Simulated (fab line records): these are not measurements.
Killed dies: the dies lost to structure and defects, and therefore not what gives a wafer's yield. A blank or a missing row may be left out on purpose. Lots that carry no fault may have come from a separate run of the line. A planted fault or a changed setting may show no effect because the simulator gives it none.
fab line records	flow n5Finfet
record lots=7	wafers=39
route steps=1938 shown SD_EPI_N@273 HKMG_FIN@457 MOL_CONTACT_COAG@563 BEOL_M0_SAQP@648 BEOL_M4@1067 BEOL_M6@1236 BEOL_M9@1417 BEOL_M10@1533
startH: hours from the record's opening day to when the first of the lot's shown wafers began	waitH: hours since the lot's step before	" unchanged from the row above	L1.1+2: a single row standing in for several wafers	- no value, or no start given	* or withheld: withheld	< > ~ a bound
route shown NAME@n: NAME is a module with steps in the file, n the number in the route of the first one	usual: mean and standard deviation over wafers with no fault	same: alike in all rows	chamber/n: place in a boat	sites: readings site by site	_std_site: standard deviation across them	_edge_site: inner sites' mean taken away from outer sites' mean	radiusMm: for every site, how far away it sits from the centre of the wafer	mask NAME#n: copy n	behind: the tool/chamber that last shaped the wafer	hold: cause of the lot's hold/its duration in hours/its outcome	device: transistor that didn't switch, given as n, p or np	end of line: tests of these same wafers at the route's end	where a step has no rows: the recipe by itself	killed: not the wafer's yield, but the dies lost to structure and defects at the first sort	map: per-die view of a wafer (x killed, . not killed, _ where there is no die)
set.NAME: the run value of the setting; set.NAME@STEP: its run value at that earlier step	model.NAME: the simulator's own value behind a step, which no gauge read
lots run with intentionally changed settings; tables by step, rows by wafer
## steps
# step N5_SD_EPI_N_DESCUM_14
# recipe chemistry=O2	timeS=7.9	sourcePowerW=50	biasPowerW=20	pressureMtorr=20	rfFrequencyHz=2.712e+07	tempC=40	resist=CAR-ArF-block	o2FlowSccm=225
lot.wafer	tool	chamber	startH	waitH	set.timeS	model.CAR-ArF-block_of_SD_EPI_N_COAT_03.thkNm
L078.1	rieDiel-05	1	75.16	0.0	7.9	143.6
L078.2+4+6	"	0,3,3	"	"	11.52	141
L078.3	"	2	"	"	7.9	143
L078.5	"	0	"	"	7.9	143.4
L084.2	rieDiel-02	1	110.42	0.5	7.9	144.2
L084.4	"	3	"	"	7.9	145.2
L084.5	"	3	"	"	7.9	144.8
L085.1	rieDiel-05	2	116.35	0.4	7.9	144.2
L085.2	"	3	"	"	7.9	144.6
L085.3	"	0	"	"	7.9	144.4
L085.4+5	"	1,3	"	"	3.197	146.6
L085.6	"	2	"	"	3.197	146.8
L087.1+3+4	rieDiel-06	3,0,2	127.19	0.1	7.9	143.6
L087.2	"	1	"	"	10.76	141.6
L087.5	"	0	"	"	10.76	141.4
L087.6	"	1	"	"	10.76	141.8
L089.1	rieDiel-05	0	139.51	0.5	7.9	143.6
L089.2+3+5+6	"	3,2,3,2	"	"	7.9	143.4
L089.4	"	1	"	"	7.9	144
L093.1+4+5+6	rieDiel-06	1,0,1,0	165.25	0.2	7.9	143.4
L093.2	"	2	"	"	7.9	143.2
L093.3	"	3	"	"	7.9	143.8
L095.1+5	rieDiel-02	1,2	182.33	0.0	7.9	144.2
L095.2+4	"	2,0	"	"	7.9	144
L095.3	"	3	"	"	7.9	143.6
L095.6	"	1	"	"	7.9	143.8
# step N5_SD_EPI_N_ETCH_34
# recipe chemistry=CF4	target=SiARC	targetDepthA=455	maskMaterial=CAR-ArF-block	timeS=75.8	ionEnergyEv=80	pressureMtorr=40	sourceW=545	biasW=36	Ar_flow_sccm=100	cf4FlowSccm=100	ends=cleared
lot.wafer	tool	chamber	startH	waitH	set.timeS@SD_EPI_N_DESCUM_14	model.CAR-ArF-block_of_SD_EPI_N_COAT_03.thkNm
L078.1+5	rieDiel-05	1,0	75.20	0.0	7.9	110.8
L078.2+4+6	"	0,3,3	"	"	11.52	108.4
L078.3	"	2	"	"	7.9	110.4
L084.2	rieDiel-02	1	110.45	0.0	7.9	111.6
L084.4	"	3	"	"	7.9	112.6
L084.5	"	3	"	"	7.9	112.2
L085.1	rieDiel-05	2	116.38	0.0	7.9	111.6
L085.2+3	"	3,0	"	"	7.9	112
L085.4+5	"	1,3	"	"	3.197	114
L085.6	"	2	"	"	3.197	114.2
L087.1+3+4	rieDiel-06	3,0,2	127.22	0.0	7.9	111
L087.2	"	1	"	"	10.76	109
L087.5	"	0	"	"	10.76	108.8
L087.6	"	1	"	"	10.76	109.2
L089.1+2+3+6	rieDiel-05	0,3,2,2	139.54	0.0	7.9	111
L089.4	"	1	"	"	7.9	111.4
L089.5	"	3	"	"	7.9	111.2
L093.1+4+5+6	rieDiel-06	1,0,1,0	165.28	0.0	7.9	111
L093.2	"	2	"	"	7.9	110.8
L093.3	"	3	"	"	7.9	111.4
L095.1+5	rieDiel-02	1,2	182.37	0.0	7.9	111.8
L095.2	"	2	"	"	7.9	111.6
L095.3	"	3	"	"	7.9	111
L095.4+6	"	0,1	"	"	7.9	111.4
# step N5_HKMG_FIN_ALD_72
# recipe material=W	targetThkA=20	tempC=300	pressureTorr=7.5	aldPrecursorFamily=WF6	aldCoReactant=B2H6	pulseTimeS=1	purgeTimeS=2	coReactantPurgeTimeS=2	coReactantPulseTimeS=3	aldCycles=7
lot.wafer	tool	chamber	startH	waitH	set.aldCycles	model.W_of_HKMG_FIN_ALD_72.thkNm
L078.1+4+6	cvdW-01	0,1,0	106.00	0.2	7	2
L078.2+5	"	1	"	"	9	2.6
L078.3	"	0	"	"	9	2.4
L084.2+4+5	cvdW-01	0,1,0	140.87	0.2	7	2.2
L085.1	cvdW-01	0	145.52	0.2	7	2
L085.2	"	1	"	"	7	2.2
L085.3	"	0	"	"	3	1
L085.4+6	"	1	"	"	3	0.8
L085.5	"	0	"	"	7	1.8
L087.1	cvdW-01	0	160.75	0.2	7	2
L087.2+6	"	1	"	"	7	2.2
L087.3+4	"	0,1	"	"	10	2.8
L087.5	"	0	"	"	10	3
L089.1+2+3+5+6	cvdW-01	0,1,0,0,1	171.53	0.2	7	2.2
L089.4	"	1	"	"	7	2
L093.1	cvdW-02	0	194.58	0.2	7	2.2
L093.2	"	1	"	"	11	3.2
L093.3+5	"	0	"	"	11	3.4
L093.4+6	"	1	"	"	7	2
L095.1+3+6	cvdW-02	1	212.58	0.2	4	1
L095.2+4+5	"	0	"	"	7	2
# step N5_MOL_CONTACT_COAG_PECVD_31
# recipe material=SiO2	targetThkA=460	tempC=400	precursor=TEOS/O2	pressureTorr=6.5	rfW=withheld	teosFlowSccm=withheld	gas=O2	flowSccm=2650	timeS=8.9
lot.wafer	tool	chamber	startH	waitH	set.timeS	model.SiO2_of_MOL_CONTACT_COAG_PECVD_31.thkNm
L078.1	pecvd-01	1	124.44	0.3	8.9	45.6
L078.2	"	2	"	"	8.9	45.2
L078.3	"	1	"	"	8.9	46.2
L078.4+5	"	2	"	"	8.9	45.8
L078.6	"	1	"	"	8.9	45.4
L084.2	pecvd-02	1	159.83	0.3	8.9	46.2
L084.4	"	1	"	"	8.9	46.4
L084.5	"	2	"	"	8.9	46.6
L085.1	pecvd-03	1	162.58	0.3	4.795	25.8
L085.2	"	0	"	"	8.9	46.4
L085.3	"	2	"	"	8.9	45.8
L085.4	"	0	"	"	4.795	26
L085.5	"	1	"	"	8.9	47
L085.6	"	2	"	"	4.795	25.4
L087.1+2	pecvd-01	1,0	178.76	0.3	14.17	70.8
L087.3	"	2	"	"	14.17	71.4
L087.4	"	2	"	"	8.9	46.2
L087.5+6	"	0,1	"	"	8.9	46
L089.1	pecvd-02	0	190.12	0.3	11.45	59
L089.2	"	1	"	"	11.45	58.4
L089.3	"	2	"	"	11.45	57.8
L089.4	"	2	"	"	8.9	46.4
L089.5	"	0	"	"	8.9	46.8
L089.6	"	1	"	"	8.9	46.2
L093.1	pecvd-01	0	212.40	0.3	8.9	46.2
L093.2	"	1	"	"	7.24	37.4
L093.3	"	0	"	"	7.24	38.4
L093.4	"	1	"	"	7.24	38
L093.5	"	1	"	"	8.9	46
L093.6	"	0	"	"	8.9	46.8
L095.1+2	pecvd-01	1,0	229.02	0.3	11.16	56.4
L095.3	"	1	"	"	11.16	57.2
L095.4+5	"	0,1	"	"	8.9	45.8
L095.6	"	0	"	"	8.9	46
# step N5_MOL_CONTACT_COAG_COAT_75
# recipe resist=SOC	tempC=250	timeS=60	spinRpm=1500	resistThkNm=60
# step N5_MOL_CONTACT_COAG_COAT_76
# recipe resist=SiARC	tempC=220	timeS=60	spinRpm=1500	resistThkNm=10
# step N5_MOL_CONTACT_COAG_ETCHBACK_135
# recipe chemistry=CHF3	target=SiO2	targetDepthA=250	timeS=16.7	ionEnergyEv=200	pressureMtorr=30	sourceW=610	biasW=170	Ar_flow_sccm=200	CHF3_flow_sccm=50
# step N5_MOL_CONTACT_COAG_STRIP_118
# recipe chemistry=CHF3	resist=SiARC	rfFrequencyHz=6e+07
# step N5_MOL_CONTACT_COAG_VIA_ETCH_46
# recipe chemistry=C4F6/O2	targetDepthA=460	overetchA=92	maskMaterial=SOC	target=SiO2	biasW=455	pressureMtorr=10	timeS=40	sourceW=325	Ar_flow_sccm=300	C4F6_flow_sccm=10	O2_flow_sccm=10	ionEnergyEv=575.3	ends=endPoint
lot.wafer	tool	chamber	startH	waitH	set.timeS@MOL_CONTACT_COAG_PECVD_31	model.etch.depthNm
L078.1	rieDiel-06	1	126.09	0.0	8.9	45.65
L078.2	"	0	"	"	8.9	45.22
L078.3	"	3	"	"	8.9	46.26
L078.4	"	0	"	"	8.9	45.84
L078.5	"	1	"	"	8.9	45.78
L078.6	"	3	"	"	8.9	45.32
L084.2	rieDiel-06	2	161.35	0.0	8.9	46.29
L084.4	"	1	"	"	8.9	46.32
L084.5	"	1	"	"	8.9	46.52
L085.1	rieDiel-02	3	163.58	0.0	4.795	25.86
L085.2	"	1	"	"	8.9	46.36
L085.3	"	2	"	"	8.9	45.88
L085.4	"	0	"	"	4.795	26.08
L085.5	"	1	"	"	8.9	46.96
L085.6	"	2	"	"	4.795	25.32
L087.1	rieDiel-06	1	180.35	0.0	14.17	55.13
L087.2	"	3	"	"	14.17	53.98
L087.3	"	2	"	"	14.17	53.23
L087.4	"	0	"	"	8.9	46.23
L087.5	"	3	"	"	8.9	45.91
L087.6	"	2	"	"	8.9	45.99
L089.1	rieDiel-05	3	191.49	0.0	11.45	53.98
L089.2	"	1	"	"	11.45	53.19
L089.3	"	2	"	"	11.45	53.43
L089.4	"	0	"	"	8.9	46.39
L089.5	"	1	"	"	8.9	46.81
L089.6	"	0	"	"	8.9	46.26
L093.1	rieDiel-05	2	213.82	0.0	8.9	46.17
L093.2	"	3	"	"	7.24	37.42
L093.3	"	1	"	"	7.24	38.42
L093.4	"	0	"	"	7.24	37.97
L093.5	"	1	"	"	8.9	46.01
L093.6	"	2	"	"	8.9	46.71
L095.1	rieDiel-05	2	230.00	0.0	11.16	53.99
L095.2	"	0	"	"	11.16	56.32
L095.3	"	1	"	"	11.16	54.27
L095.4	"	2	"	"	8.9	45.87
L095.5	"	1	"	"	8.9	45.78
L095.6	"	0	"	"	8.9	46.05
# step N5_MOL_CONTACT_COAG_STRIP_96
# recipe chemistry=N2/H2	powerW=500	tempC=40	pressureMtorr=50	rfFrequencyHz=6e+07	overashFraction=0.3	biasPowerW=28	h2Frac=0.5	n2FlowSccm=300	h2FlowSccm=300
# step N5_MOL_CONTACT_COAG_ETCH_47
# recipe chemistry=CH3F/O2	target=SiNx	targetDepthA=270	maskMaterial=SiO2	stopOn=W	overEtchFrac=0.2	ionEnergyEv=120	endpoint=OES-CN	pressureMtorr=30	sourceW=395	biasW=73	Ar_flow_sccm=150	CH3F_flow_sccm=30	O2_flow_sccm=20	ends=endPoint
# usual etchRfOnTimeS=31.5/0.61
lot.wafer	tool	chamber	startH	waitH	set.timeS@MOL_CONTACT_COAG_PECVD_31	etchRfOnTimeS
L078.1	rieDiel-06	1	126.20	0.0	8.9	31.3
L078.2	"	0	"	"	8.9	31.5
L078.3	"	3	"	"	8.9	31.4
L078.4	"	0	"	"	8.9	31.9
L078.5	"	1	"	"	8.9	31.5
L078.6	"	3	"	"	8.9	31.5
L084.2	rieDiel-06	2	161.45	0.0	8.9	32.8
L084.4	"	1	"	"	8.9	31.8
L084.5	"	1	"	"	8.9	31.7
L085.1	rieDiel-02	3	163.68	0.0	4.795	31.3
L085.2	"	1	"	"	8.9	30.9
L085.3	"	2	"	"	8.9	31.6
L085.4	"	0	"	"	4.795	30.7
L085.5	"	1	"	"	8.9	31.1
L085.6	"	2	"	"	4.795	31.8
L087.1	rieDiel-06	1	180.46	0.0	14.17	50.8
L087.2	"	3	"	"	14.17	50.8
L087.3	"	2	"	"	14.17	50.8
L087.4	"	0	"	"	8.9	32.3
L087.5	"	3	"	"	8.9	31.8
L087.6	"	2	"	"	8.9	32.6
L089.1	rieDiel-05	3	191.60	0.0	11.45	31.4
L089.2	"	1	"	"	11.45	31.8
L089.3	"	2	"	"	11.45	31.9
L089.4	"	0	"	"	8.9	30.1
L089.5	"	1	"	"	8.9	31.9
L089.6	"	0	"	"	8.9	30.2
L093.1	rieDiel-05	2	213.93	0.0	8.9	31.8
L093.2	"	3	"	"	7.24	31.3
L093.3	"	1	"	"	7.24	31.7
L093.4	"	0	"	"	7.24	30.5
L093.5	"	1	"	"	8.9	31.9
L093.6	"	2	"	"	8.9	32.0
L095.1	rieDiel-05	2	230.11	0.0	11.16	32.1
L095.2	"	0	"	"	11.16	30.4
L095.3	"	1	"	"	11.16	32.2
L095.4	"	2	"	"	8.9	31.5
L095.5	"	1	"	"	8.9	32.2
L095.6	"	0	"	"	8.9	30.3
# step N5_BEOL_M0_SAQP_DEVELOP_13
# recipe developTimeS=30	developer=TMAH	resist=CAR-ArF	devTempC=23	rinseLiquid=diw	dry=airSpin
lot.wafer	tool	chamber	startH	waitH	set.developTimeS
L078.1+4+5	lithoTrack-04	0	-	-	14.79
L078.2+3+6	"	0	"	"	30
L084.2+4+5	lithoTrack-02	0	-	-	30
L085.1+3+4	lithoTrack-02	0	-	-	30
L085.2+5+6	"	0	"	"	16.11
L087.1+3+6	lithoTrack-02	0	-	-	30
L087.2+4+5	"	0	"	"	37.17
L089.1+2+3+4+5+6	lithoTrack-04	0	-	-	30
L093.1+2+3	lithoTrack-04	0	-	-	30
L093.4+5+6	"	0	"	"	35.95
L095.1+4+5	lithoTrack-04	0	-	-	30
L095.2+3+6	"	0	"	"	44.97
# step N5_BEOL_M0_SAQP_CD_MEAS_14
# recipe targetCdNm=42.5	landingEnergyEv=500	detector=seInlens
# usual cdNm=42.4/0.37
lot.wafer	tool	chamber	startH	waitH	set.developTimeS@BEOL_M0_SAQP_DEVELOP_13	cdNm
L078.1	cdSem-03	0	133.25	-	14.79	43.9
L078.2	"	0	"	"	30	42.7
L078.3	"	0	"	"	30	42.5
L078.4	"	0	"	"	14.79	43.9
L078.5	"	0	"	"	14.79	43.7
L078.6	"	0	"	"	30	42.5
L084.2	cdSem-01	0	168.66	-	30	43.4
L084.4	"	0	"	"	30	43.4
L084.5	"	0	"	"	30	42.8
L085.1	cdSem-03	0	171.93	-	30	42.6
L085.2	"	0	"	"	16.11	44.6
L085.3	"	0	"	"	30	43.0
L085.4	"	0	"	"	30	42.7
L085.5	"	0	"	"	16.11	44.1
L085.6	"	0	"	"	16.11	44.4
L087.1	cdSem-01	0	189.17	-	30	42.6
L087.2	"	0	"	"	37.17	41.2
L087.3	"	0	"	"	30	42.1
L087.4	"	0	"	"	37.17	42.0
L087.5	"	0	"	"	37.17	41.9
L087.6	"	0	"	"	30	42.5
L089.1	cdSem-03	0	200.75	-	30	42.6
L089.2	"	0	"	"	30	42.1
L089.3	"	0	"	"	30	41.9
L089.4	"	0	"	"	30	41.8
L089.5	"	0	"	"	30	42.2
L089.6	"	0	"	"	30	42.0
L093.1	cdSem-03	0	223.49	-	30	43.0
L093.2	"	0	"	"	30	42.3
L093.3	"	0	"	"	30	42.7
L093.4	"	0	"	"	35.95	41.8
L093.5	"	0	"	"	35.95	42.0
L093.6	"	0	"	"	35.95	42.0
L095.1	cdSem-01	0	238.34	-	30	42.5
L095.2	"	0	"	"	44.97	41.0
L095.3	"	0	"	"	44.97	41.3
L095.4	"	0	"	"	30	42.6
L095.5	"	0	"	"	30	42.2
L095.6	"	0	"	"	44.97	41.2
# step N5_BEOL_M4_VIA_ETCH_34
# recipe chemistry=C4F6/O2	targetDepthA=694	maskMaterial=SOC	pressureMtorr=15	ionEnergyEv=250	taperDeg=4	timeS=65.9	sourceW=350	biasW=170	Ar_flow_sccm=300	C4F6_flow_sccm=10	O2_flow_sccm=10
lot.wafer	tool	chamber	startH	waitH	set.targetDepthA	model.etch.depthNm	model.SOC_of_BEOL_M4_COAT_67.thkNm
L078.1	rieDiel-02	3	185.49	0.0	694	68.75	52.2
L078.2	"	1	"	"	694	69.1	52
L078.3	"	2	"	"	896.2	87.76	49.8
L078.4	"	0	"	"	694	70.2	51.6
L078.5	"	2	"	"	896.2	87.94	49.8
L078.6	"	3	"	"	896.2	88.92	49.6
L085.1	rieDiel-02	0	249.75	0.0	694	69.49	51.8
L085.2	"	1	"	"	694	69.37	51.8
L085.3	"	2	"	"	694	68.64	51.8
L085.4	"	3	"	"	694	68.24	51.8
L085.5	"	0	"	"	694	69.23	51.6
L085.6	"	3	"	"	694	68.74	51.4
L084.2	rieDiel-05	1	256.76	0.0	694	68.15	51.6
L084.4	"	0	"	"	694	71.17	51.4
L084.5	"	0	"	"	694	71.52	51.2
L087.1	rieDiel-06	0	256.88	0.0	694	68.03	52
L087.2	"	2	"	"	694	66.63	52.4
L087.3	"	1	"	"	694	68.62	52.2
L087.4	"	3	"	"	694	67.57	52
L087.5	"	1	"	"	694	68.94	52
L087.6	"	2	"	"	694	66.11	52.4
L089.1	rieDiel-05	1	282.14	0.0	406.6	39.56	55.2
L089.2	"	0	"	"	694	71.08	51.6
L089.3	"	3	"	"	694	68.38	52
L089.4	"	2	"	"	694	67.19	52
L089.5	"	3	"	"	406.6	40.21	55
L089.6	"	0	"	"	406.6	41.71	55.2
L093.1	rieDiel-05	0	304.14	0.0	489.6	50.69	53.8
L093.2	"	2	"	"	489.6	47.68	54.4
L093.3	"	1	"	"	694	67.8	52
L093.4	"	3	"	"	694	68.78	51.8
L093.5	"	0	"	"	694	71.94	51.2
L093.6	"	1	"	"	489.6	47.66	54.2
L095.1	rieDiel-06	3	312.98	0.0	513.3	50.52	54
L095.2	"	1	"	"	694	68.82	51.8
L095.3	"	0	"	"	513.3	52.23	53.8
L095.4	"	0	"	"	513.3	52.32	53.6
L095.5	"	1	"	"	694	68.31	52
L095.6	"	3	"	"	694	67.89	51.8
# step N5_BEOL_M6_VIA_ETCH_34
# recipe chemistry=C4F6/O2	target=SiCOH_lowk	targetDepthA=1263	maskMaterial=SOC	taperDeg=4	timeS=50.9	ionEnergyEv=250	pressureMtorr=30	sourceW=345	biasW=185	Ar_flow_sccm=300	C4F6_flow_sccm=10	O2_flow_sccm=10
lot.wafer	tool	chamber	startH	waitH	set.targetDepthA	model.etch.depthNm	model.SOC_of_BEOL_M6_COAT_63.thkNm
L078.1	rieDiel-06	2	214.68	0.0	1002	96.86	56
L078.2	"	0	"	"	1002	97.79	55.6
L078.3	"	3	"	"	1002	99.86	55.4
L078.4	"	1	"	"	1263	124.9	54.2
L078.5	"	2	"	"	1263	122.2	54.6
L078.6	"	3	"	"	1263	125.4	54.2
L085.1	rieDiel-06	3	273.57	0.0	1263	124	53.8
L085.2	"	1	"	"	915.3	89.9	55.8
L085.3	"	2	"	"	915.3	87.34	55.8
L085.4	"	0	"	"	915.3	89.18	55.6
L085.5	"	0	"	"	1263	121.8	54.2
L085.6	"	3	"	"	1263	124.7	54
L087.1	rieDiel-02	1	281.74	0.0	627.3	62.26	57
L087.2	"	2	"	"	1263	122.8	54
L087.3	"	0	"	"	1263	126.8	53.8
L087.4	"	3	"	"	1263	124.5	54
L087.5	"	2	"	"	627.3	61.05	57
L087.6	"	3	"	"	627.3	62.07	57
L084.2	rieDiel-06	0	283.68	0.0	1263	123.7	54.2
L084.4	"	2	"	"	1263	121.1	54.2
L084.5	"	1	"	"	1263	123.8	54
L089.1	rieDiel-05	1	302.22	0.0	1263	121.3	54.2
L089.2	"	0	"	"	1944	199.7	50.2
L089.3	"	3	"	"	1263	123.1	54.2
L089.4	"	2	"	"	1944	187.1	51
L089.5	"	1	"	"	1263	121.2	54.4
L089.6	"	2	"	"	1944	187.8	51.2
L093.1	rieDiel-02	0	329.76	0.0	1263	123.8	53.8
L093.2	"	2	"	"	887.8	86.16	56
L093.3	"	1	"	"	887.8	87.91	55.6
L093.4	"	2	"	"	1263	122.4	54
L093.5	"	0	"	"	1263	123.9	54
L093.6	"	1	"	"	887.8	87.53	55.8
L095.1	rieDiel-06	0	339.50	0.0	1025	103.9	54.8
L095.2	"	3	"	"	1263	123.3	53.4
L095.3	"	2	"	"	1263	125.1	54.2
L095.4	"	1	"	"	1263	124.3	53.6
L095.5	"	2	"	"	1025	101.3	54.8
L095.6	"	3	"	"	1025	101	54.8
# step N5_BEOL_M9_DESCUM_16
# recipe chemistry=O2	timeS=7.9	sourcePowerW=50	biasPowerW=20	pressureMtorr=20	rfFrequencyHz=2.712e+07	tempC=40	resist=CAR-ArF	o2FlowSccm=225
lot.wafer	tool	chamber	startH	waitH	set.timeS	model.CAR-ArF_of_BEOL_M9_COAT_05.thkNm
L078.1+4	rieDiel-01	0,2	238.21	0.0	3.785	85.8
L078.2+3	"	2,1	"	"	7.9	83.4
L078.5	"	1	"	"	7.9	83.6
L078.6	"	0	"	"	3.785	86
L085.1	rieDiel-04	2	295.25	0.1	3.26	86.4
L085.2+6	"	3	"	"	7.9	83.6
L085.3	"	0	"	"	7.9	83.4
L085.4+5	"	1,2	"	"	3.26	86.2
L087.1+3+5	rieDiel-03	0,3,3	303.58	0.0	7.9	83
L087.2+4+6	"	2,2,0	"	"	5.865	84.4
L084.2+4	rieDiel-01	3,1	308.40	0.0	7.9	83.8
L084.5	"	0	"	"	7.9	83.6
L089.1+2+4+5	rieDiel-01	2,0,3,2	323.44	0.0	7.9	83.6
L089.3	"	1	"	"	7.9	83.8
L089.6	"	3	"	"	7.9	83.4
L093.1	rieDiel-04	3	357.10	0.3	7.9	83.6
L093.2	"	1	"	"	11.28	81.2
L093.3	"	0	"	"	11.28	81.4
L093.4	"	2	"	"	11.28	81.6
L093.5+6	"	1,0	"	"	7.9	83.4
L095.1+3	rieDiel-01	1,2	360.74	0.0	5.04	84.8
L095.2	"	0	"	"	7.9	82.8
L095.4	"	3	"	"	7.9	83.2
L095.5	"	0	"	"	5.04	84.4
L095.6	"	1	"	"	7.9	83
# step N5_BEOL_M10_DEP_56
# recipe material=SiCN	targetThkA=150	tempC=withheld	precursor=3MS/NH3	pressureTorr=3	rfW=202	timeS=26.5
lot.wafer	tool	chamber	startH	waitH	set.targetThkA	model.SiCN_of_BEOL_M10_DEP_56.thkNm
L078.1	pecvd-02	1	254.05	0.0	197	19.4
L078.2	"	2	"	"	150	14.6
L078.3	"	0	"	"	150	14.8
L078.4	"	0	"	"	150	15.2
L078.5	"	1	"	"	197	19.8
L078.6	"	2	"	"	197	19.6
L085.1+2+3	pecvd-02	0,1,2	308.43	0.0	150	14.6
L085.4	"	1	"	"	150	15
L085.5+6	"	0,2	"	"	150	14.8
L087.1+4	pecvd-01	1,0	320.53	0.0	120	12.2
L087.2	"	2	"	"	120	11.8
L087.3	"	0	"	"	150	15
L087.5	"	2	"	"	150	15.2
L087.6	"	1	"	"	150	15.4
L084.2	pecvd-03	1	323.52	0.0	150	14.8
L084.4	"	0	"	"	150	15
L084.5	"	2	"	"	150	15.4
L089.1+3	pecvd-01	1,0	340.87	0.0	150	14.8
L089.2	"	2	"	"	150	14.6
L089.4	"	2	"	"	150	15.2
L089.5+6	"	1,0	"	"	150	15
L093.1+5	pecvd-03	1,0	371.56	0.0	150	14.8
L093.2	"	0	"	"	206.4	20.2
L093.3	"	2	"	"	150	14.6
L093.4+6	"	1,2	"	"	206.4	20.6
L095.1+4	pecvd-02	2	375.90	0.0	80.72	8
L095.2	"	1	"	"	150	14.8
L095.3+5	"	0,1	"	"	150	15
L095.6	"	0	"	"	80.72	8.2
## key
split step=N5_SD_EPI_N_DESCUM_14	setting=timeS	stated=7.9	by=wafer
response step=N5_SD_EPI_N_DESCUM_14	reading=model.CAR-ArF-block_of_SD_EPI_N_COAT_03.thkNm	change=-0.0452	per=1%	r=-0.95
response step=N5_SD_EPI_N_ETCH_34	reading=model.CAR-ArF-block_of_SD_EPI_N_COAT_03.thkNm	change=-0.0442	per=1%	r=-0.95
split step=N5_HKMG_FIN_ALD_72	setting=aldCycles	stated=7	by=wafer
response step=N5_HKMG_FIN_ALD_72	reading=model.W_of_HKMG_FIN_ALD_72.thkNm	change=+0.0206	per=1%	r=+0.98
split step=N5_MOL_CONTACT_COAG_PECVD_31	setting=timeS	stated=8.9	by=wafer
response step=N5_MOL_CONTACT_COAG_PECVD_31	reading=model.SiO2_of_MOL_CONTACT_COAG_PECVD_31.thkNm	change=+0.43	per=1%	r=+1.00
response step=N5_MOL_CONTACT_COAG_VIA_ETCH_46	reading=model.etch.depthNm	change=+0.271	per=1%	r=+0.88
response step=N5_MOL_CONTACT_COAG_ETCH_47	reading=etchRfOnTimeS	shape=bent	atLowest=*	atStated=*	atHighest=*
split step=N5_BEOL_M0_SAQP_DEVELOP_13	setting=developTimeS	stated=30	by=wafer
response step=N5_BEOL_M0_SAQP_CD_MEAS_14	reading=cdNm	change=-0.0285	per=1%	r=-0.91
split step=N5_BEOL_M4_VIA_ETCH_34	setting=targetDepthA	stated=694	by=wafer
response step=N5_BEOL_M4_VIA_ETCH_34	reading=model.etch.depthNm	change=+0.675	per=1%	r=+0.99
response step=N5_BEOL_M4_VIA_ETCH_34	reading=model.SOC_of_BEOL_M4_COAT_67.thkNm	change=-0.0784	per=1%	r=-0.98
split step=N5_BEOL_M6_VIA_ETCH_34	setting=targetDepthA	stated=1263	by=wafer
response step=N5_BEOL_M6_VIA_ETCH_34	reading=model.etch.depthNm	change=+1.26	per=1%	r=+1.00
response step=N5_BEOL_M6_VIA_ETCH_34	reading=model.SOC_of_BEOL_M6_COAT_63.thkNm	change=-0.0626	per=1%	r=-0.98
split step=N5_BEOL_M9_DESCUM_16	setting=timeS	stated=7.9	by=wafer
response step=N5_BEOL_M9_DESCUM_16	reading=model.CAR-ArF_of_BEOL_M9_COAT_05.thkNm	change=-0.0472	per=1%	r=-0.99
split step=N5_BEOL_M10_DEP_56	setting=targetThkA	stated=150	by=wafer
response step=N5_BEOL_M10_DEP_56	reading=model.SiCN_of_BEOL_M10_DEP_56.thkNm	change=+0.151	per=1%	r=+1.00
